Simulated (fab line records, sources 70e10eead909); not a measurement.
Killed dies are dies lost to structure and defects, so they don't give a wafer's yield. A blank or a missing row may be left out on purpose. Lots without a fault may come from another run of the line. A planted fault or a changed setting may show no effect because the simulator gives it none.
A struck lot beside a sound one | flow nand_harc | 25 steps out of a route of 1159
Sound: wafers L975.3, L975.4, L975.6. Struck: wafer L988.3. (L988.2 of the same lot was not struck and is left out.) The cause comes at the end.
At each step with rows: each side's tool, then ch and its chambers, then its first start. Under that, the readings that differ: sound wafers | struck wafers | difference of the means | sigmas: that difference in standard deviations of wafers without a fault.
alike: readings whose means differ by less than 2 such deviations, and words and numbers that are the same on both sides. not compared: withheld readings, readings that some wafer has no value for, bounds like >300 that may hide the same value, and numbers for which the record gives no deviation and whose values overlap.
The two part at a step that has a row with sigmas, a row that says differs or no value, or rows on one side only. Numbers that don't overlap but have no deviation are shown without sigmas and don't part them. A reading that every wafer of one side lacks parts them only if that side has two wafers or more.

first, 12 steps without rows for these wafers: NHARC_P_GATE_PRECLEAN_71 (cleans in SC1); NHARC_P_GATE_SRD_72; NHARC_P_GATE_OXIDE_16 (material SiO2, target thk 3 nm, ox time 392 s); NHARC_P_GATE_CVD_17 (deposits poly-Si, target thk 150 nm, time 900 s); NHARC_P_GATE_HM_DEP_102 (deposits aC, target thk 120 nm); NHARC_P_GATE_DEP_103 (deposits SiON, target thk 30 nm); NHARC_P_GATE_DEHYDRATE_18 (time 120 s); NHARC_P_GATE_HMDS_19 (time 30 s); NHARC_P_GATE_COAT_20 (resist thk 90 nm); NHARC_P_GATE_SOFTBAKE_21 (time 55 s); NHARC_P_GATE_EBR_22; NHARC_P_GATE_EXPOSE_23 (exposes mask P GATE, target cd 120 nm).
NHARC_P_GATE_PEB_24: peb time 65 s.
  sound on litho_track-04 ch 0, day 4 16:22; struck on litho_track-04 ch 0, day 8 04:00
  reading                  | sound             | struck | difference | sigmas
  heater_power_total_W (W) | 157.1 156.7 157.1 | 194.3  | +37.3      | +96
then, 1 step without rows for these wafers: NHARC_P_GATE_DEVELOP_25 (develop time 35 s).
NHARC_P_GATE_CD_MEAS_26: target cd 120 nm.
  sound on cd_sem-01 ch 0, day 4 16:27; struck on cd_sem-03 ch 0, day 8 04:05
  reading    | sound             | struck | difference | sigmas
  cd_nm (nm) | 119.6 119.8 119.9 | 134.5  | +14.7      | +31
NHARC_P_GATE_DESCUM_31: chemistry O2, time 3 s.
  sound on rie_diel-07 ch 0,1, day 4 16:38; struck on rie_diel-01 ch 1, day 8 04:19
  reading                 | sound           | struck | difference | sigmas
  model.P_GATE.cd_nm (nm) | 119.7 120 119.7 | 134.9  | +15.1      |
  alike: chamber_pressure_mTorr, drypump_motor_current_A, oes_product_au, rf_vpp_V, showerhead_plenum_p_Torr, throttle_valve_pct
  not compared: rf_hours_counter_h
then, 4 steps without rows for these wafers: NHARC_P_GATE_ETCH_104 (etches the open film in CF4/CHF3, target depth 60 nm); NHARC_P_GATE_HM_OPEN_105 (chemistry O2/COS, target depth 360 nm); NHARC_P_GATE_STRIP_106 (strips in O2/COS); NHARC_P_GATE_ETCH_114 (etches the open film in CF4/O2, target depth 30 nm, overetch 3 nm, time 16.5 s).
NHARC_P_GATE_ETCH_32: etches the open film in HBr/Cl2, target depth 150 nm, time 100.1 s.
  sound on rie_si-01 ch 1,3, day 4 17:09; struck on rie_si-06 ch 3, day 8 05:05
  reading                 | sound             | struck | difference | sigmas
  model.P_GATE.cd_nm (nm) | 119.5 121.3 121.6 | 134.9  | +14.1      |
  alike: chamber_pressure_mTorr, drypump_motor_current_A, hbr_flow_sccm, he_backside_leak_sccm, oes_product_au, throttle_valve_pct
  not compared: rf_hours_counter_h
then, 1 step without rows for these wafers: NHARC_P_GATE_STRIP_108 (strips in O2).
NHARC_P_GATE_CD_MEAS_33:
  sound on cd_sem-02, day 4 17:32; struck on cd_sem-01, day 8 05:26
  reading    | sound             | struck | difference | sigmas
  cd_nm (nm) | 119.8 121.5 122.3 | 134.8  | +13.6      | +8
then, 2 steps without rows for these wafers: NHARC_P_GATE_STRIP_35 (strips in SPM, time 600 s); NHARC_END_SORT_01.

WHERE THEY PART
First at NHARC_P_GATE_PEB_24; last, within this record, at NHARC_P_GATE_CD_MEAS_33.

WHY: what the simulator had put in
Process parameter drift: litho_track-04, from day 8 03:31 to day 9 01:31, at NHARC_P_GATE_PEB_24. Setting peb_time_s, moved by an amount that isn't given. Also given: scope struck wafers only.
